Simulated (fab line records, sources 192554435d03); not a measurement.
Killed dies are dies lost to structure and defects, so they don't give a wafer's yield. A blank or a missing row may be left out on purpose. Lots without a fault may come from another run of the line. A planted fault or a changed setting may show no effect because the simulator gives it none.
Chamber matching | flow n5_finfet | N5_BEOL_M3_DESCUM_16 on rie_diel-06: 4 sister chambers
The step chemistry O2, time 7 s. 7 wafers are shown with their chamber, then 8 later ones without.

WAFERS WITH THEIR CHAMBER
wafer  | chamber | throttle_valve_pct (%) | showerhead_plenum_p_Torr (Torr)
L085.1 | 0       | 20.60                  | 2.06
L085.4 | 1       | 20.10                  | 2.13
L085.5 | 2       | 20.40                  | 2.13
L087.3 | 2       | 20.40                  | 2.13
L087.4 | 3       | 20.19                  | 2.21
L087.6 | 1       | 20.10                  | 2.13
L089.1 | 3       | 20.20                  | 2.20

WAFERS WITHOUT THEIR CHAMBER
wafer  | throttle_valve_pct (%) | showerhead_plenum_p_Torr (Torr)
L089.2 | 20.40                  | 2.13
L089.4 | 20.10                  | 2.13
L097.1 | 20.13                  | 2.13
L097.2 | 20.23                  | 2.20
L097.3 | 20.43                  | 2.12
L097.4 | 20.26                  | 2.06
L097.5 | 20.45                  | 2.12
L097.6 | 20.23                  | 2.20

WHICH CHAMBER EACH WENT THROUGH
wafer  | from the rows above     | in truth
L089.2 | 2                       | 2
L089.4 | 1                       | 1
L097.1 | 1                       | 1
L097.2 | 3                       | 3
L097.3 | 2                       | 2
L097.4 | can't be placed: 2 or 3 | 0
L097.5 | 2                       | 2
L097.6 | 3                       | 3
Placed correctly: 7 of 8. Can't be placed from these rows: 1 (the true chamber is among the candidates in 0). Placed wrongly: 0.
How it was worked out, from the rows above alone: a wafer's distance from a chamber is the root of the sum, over the readings, of the square of ((its reading less the chamber's mean) divided by the reading's scatter). The wafer belongs to the nearest chamber; if the next one is less than 2 further off, it can't be placed. A chamber's mean is the mean of its shown wafers. The scatter: the root of (the sum of the squares of (reading less its chamber's mean) over the shown wafers, divided by (wafers less chambers)).
